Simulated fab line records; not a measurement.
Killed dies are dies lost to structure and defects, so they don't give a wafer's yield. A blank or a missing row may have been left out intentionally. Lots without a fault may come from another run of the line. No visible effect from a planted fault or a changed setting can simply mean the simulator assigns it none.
Which tool was responsible? ; flow nand-harc ; Sampling: 12 lots, 36 wafers, 5 of 1302 route steps

## WHAT EACH GAUGE READ, for each wafer
NHARC_END_SORT_01. Usual: killed-at-array 56, standard deviation 20; killed-at-other 1, standard deviation 1.3; killed-at-periphery 3.5, standard deviation 2.7; killed-dies 60, standard deviation 20; killed-open 3.3, standard deviation 1.6; killed-short 2.4, standard deviation 1.5.
lot;measured;on;killed-at-array;killed-at-other;killed-at-periphery;killed-dies;killed-open;killed-short;flag
L303;day 29 05:33;prober-01;670 667 670;0 1 0;7 9 7;677 677 677;3 4 2;4 1 1;OFF
L304;day 30 15:02;prober-01;671 675 671;0 0 0;6 2 6;677 677 677;4 2 7;4 0 3;OFF
L305;day 30 15:08;prober-02;674 675 670;2 1 3;1 1 4;677 677 677;4 4 6;5 1 3;OFF

## TOOL THAT RAN EACH LOT (tool first, then ch and the chambers of the sampled wafers, then the start)
lot;NHARC_A_CHANNEL_HOLE_D1_ETCH_20;NHARC_A_CHANNEL_HOLE_D1_XSEM_31;NHARC_A_CHANNEL_FILL_D1_ALD_25;NHARC_A_DECK1_JOINT_ETCH_19
L293;har-etch-02 ch 0,1, day 9 22:24;xsem-01 ch 0, day 10 03:47;ald-hk-02 ch 1,2, day 11 16:16;wet-bench-06 ch 2,3,5, day 12 04:19
L295;har-etch-02 ch 0,1, day 10 19:53;xsem-02 ch 0, day 11 01:21;ald-hk-02 ch 0,2, day 12 13:29;wet-bench-09 ch 4,6,7, day 13 01:26
L296;har-etch-01 ch 0,1, day 10 22:11;xsem-01 ch 0, day 11 03:39;ald-hk-04 ch 0,1,3, day 12 13:29;wet-bench-06 ch 3,6,7, day 13 01:25
L297;har-etch-02 ch 0,1, day 11 10:01;xsem-01 ch 0, day 11 15:39;ald-hk-02 ch 1,2,3, day 13 12:55;wet-bench-06 ch 4,6,7, day 14 00:29
L302;har-etch-02 ch 0,1, day 13 10:11;xsem-01 ch 0, day 13 15:44;ald-hk-01 ch 1,2, day 15 05:29;wet-bench-07 ch 0,2,3, day 15 17:32
L303;har-etch-02 ch 0,1, day 13 23:10;xsem-01 ch 0, day 14 04:40;ald-hk-04 ch 1,2, day 15 17:06;wet-bench-07 ch 0,1,5, day 16 05:10
L304;har-etch-01 ch 0,1, day 14 18:40;xsem-02 ch 0, day 15 00:07;ald-hk-01 ch 0,1,3, day 16 13:11;wet-bench-09 ch 0,6,7, day 17 01:17
L305;har-etch-02 ch 0,1, day 14 19:46;xsem-01 ch 0, day 15 01:14;ald-hk-04 ch 2,3, day 16 13:11;wet-bench-07 ch 3,5,6, day 17 01:12
L309;har-etch-01 ch 0,1, day 16 13:44;xsem-02 ch 0, day 16 19:30;ald-hk-02 ch 2,3, day 18 09:59;wet-bench-09 ch 0,1,3, day 19 01:47
L310;har-etch-01 ch 0,1, day 17 05:47;xsem-01 ch 0, day 17 11:16;ald-hk-01 ch 1,3, day 18 23:55;wet-bench-09 ch 2,4,6, day 19 12:08
L311;har-etch-01 ch 0,1, day 17 13:44;xsem-02 ch 0, day 17 19:17;ald-hk-02 ch 0,2,3, day 19 08:57;wet-bench-09 ch 2,4,5, day 19 21:02
L313;har-etch-02 ch 0, day 18 01:39;xsem-01 ch 0, day 18 07:13;ald-hk-04 ch 0,3, day 19 20:04;wet-bench-09 ch 0,2,3, day 20 08:06
- NHARC_A_CHANNEL_HOLE_D1_ETCH_20: etches the open film in C4F8/O2/Ar, time 361.9 s, target depth 1600 nm.
- NHARC_A_CHANNEL_HOLE_D1_XSEM_31
- NHARC_A_CHANNEL_FILL_D1_ALD_25: deposits SiOx, target thk 60 nm, pulse time 10 s, ald cycles 600.
- NHARC_A_DECK1_JOINT_ETCH_19: etches poly-Si in TMAH, target depth 3 nm.

## AS READ BY THE TOOLS THEMSELVES (means over the sampled wafers that have a number; for cases with no such wafer, the mark the record gives instead)
NHARC_A_CHANNEL_HOLE_D1_ETCH_20. Usual: c4f8-flow-sccm 89.30 sccm, standard deviation 0.27; chamber-pressure-mTorr 20.001 mTorr, standard deviation 0.019; drypump-motor-current-A 6.0 A, standard deviation 0.41; oes-air-line-au 1.000 a.u., standard deviation 0.022; showerhead-plenum-p-Torr 3.72 Torr, standard deviation 0.098; throttle-valve-pct 32.154 %, standard deviation 0.0098.
lot;tool;c4f8-flow-sccm (sccm);chamber-pressure-mTorr (mTorr);drypump-motor-current-A (A);oes-air-line-au (a.u.);showerhead-plenum-p-Torr (Torr);throttle-valve-pct (%);flag
L293;har-etch-02;88.96;20.011;6.2;1.002;3.72;32.150;
L295;har-etch-02;89.44;19.983;6.0;1.002;3.66;32.149;
L296;har-etch-01;89.36;20.011;6.1;0.991;3.81;32.161;
L297;har-etch-02;89.43;19.999;6.1;1.023;3.66;32.153;
L302;har-etch-02;89.31;19.998;6.2;1.010;3.69;32.156;
L303;har-etch-02;88.94;19.994;6.2;1.001;3.69;32.155;
L304;har-etch-01;89.46;19.998;5.7;0.965;3.71;32.151;
L305;har-etch-02;89.45;20.018;6.0;0.989;3.63;32.159;
L309;har-etch-01;89.35;20.029;5.7;0.995;3.70;32.152;
L310;har-etch-01;89.31;19.996;5.7;0.970;3.69;32.151;
L311;har-etch-01;89.45;19.999;5.7;1.001;3.69;32.150;
L313;har-etch-02;89.36;20.006;5.9;0.986;3.93;32.161;

NHARC_A_CHANNEL_HOLE_D1_XSEM_31. Usual: bot-cd-nm 74.6 nm, standard deviation 0.96; bow-nm 8.60 nm, standard deviation 0.24; tilt-deg 0.08 degrees, standard deviation 0.041.
lot;tool;bot-cd-nm (nm);bow-nm (nm);tilt-deg (degrees);flag
L293;xsem-01;75.6;8.92;0.09;
L295;xsem-02;75.1;8.52;0.15;
L296;xsem-01;73.6;8.74;0.12;
L297;xsem-01;75.2;8.55;0.01;
L302;xsem-01;74.1;8.83;0.08;
L303;xsem-01;76.3;8.49;0.08;
L304;xsem-02;74.4;8.42;0.09;
L305;xsem-01;74.0;8.52;0.09;
L309;xsem-02;74.7;8.62;0.06;
L310;xsem-01;75.1;8.66;0.04;
L311;xsem-02;74.6;8.38;0.12;
L313;xsem-01;75.4;8.94;0.10;

NHARC_A_CHANNEL_FILL_D1_ALD_25. Usual: heater-power-w 453 W, standard deviation 52; precursor-pulse-height-rel 0.999, standard deviation 0.02.
lot;tool;heater-power-w (W);precursor-pulse-height-rel;flag
L293;ald-hk-02;452;0.988;
L295;ald-hk-02;466;1.003;
L296;ald-hk-04;499;0.997;
L297;ald-hk-02;447;0.992;
L302;ald-hk-01;471;1.001;
L303;ald-hk-04;402;1.012;
L304;ald-hk-01;437;0.997;
L305;ald-hk-04;472;1.011;
L309;ald-hk-02;442;0.980;
L310;ald-hk-01;408;0.968;
L311;ald-hk-02;449;0.992;
L313;ald-hk-04;516;0.986;

NHARC_A_DECK1_JOINT_ETCH_19. Usual: bath-heat-duty-pct 6.2 %, standard deviation 0.84; temp-c 24.99 C, standard deviation 0.11.
lot;tool;bath-heat-duty-pct (%);temp-c (C);flag
L293;wet-bench-06;6.7;25.02;
L295;wet-bench-09;6.5;24.96;
L296;wet-bench-06;7.0;24.97;
L297;wet-bench-06;6.4;25.04;
L302;wet-bench-07;6.8;24.94;
L303;wet-bench-07;-;-;OFF
L304;wet-bench-09;-;-;OFF
L305;wet-bench-07;-;-;OFF
L309;wet-bench-09;6.0;24.97;
L310;wet-bench-09;6.4;25.06;
L311;wet-bench-09;6.0;25.02;
L313;wet-bench-09;5.7;24.96;

## THE ANSWER, worked out from the rows above alone
Rule: take the mean of a lot's wafers that have a number; if it is more than 3 standard deviations from the usual mean, the lot is off. A lot without any number at a reading at which 4 lots or more have one is off too. Where the step has rows for the other lots, those lots are counted as sound. First the gauges in route order, then the tools' own readings, where a lot's mean is used as printed above. The first step at which some lot is off is used, and at that step the reading that is off furthest; a lot without a number counts as furthest.
Off: L303, L304, L305, at NHARC_END_SORT_01 (killed-at-array). Neither off nor sound, because the step has no rows for them: L293, L295, L296, L297, L302, L309, L310, L311, L313.
If a tool, at a process step before that reading, ran all the lots that are off and no sound lot after the first of them, it fits. Not tried: the gauges at NHARC_END_SORT_01; whatever is off there is also off at NHARC_A_DECK1_JOINT_ETCH_19, on other tools, and gauge error can't account for it. Not one of the candidates tried fits.

## WHAT THE SIMULATOR HAD PUT IN
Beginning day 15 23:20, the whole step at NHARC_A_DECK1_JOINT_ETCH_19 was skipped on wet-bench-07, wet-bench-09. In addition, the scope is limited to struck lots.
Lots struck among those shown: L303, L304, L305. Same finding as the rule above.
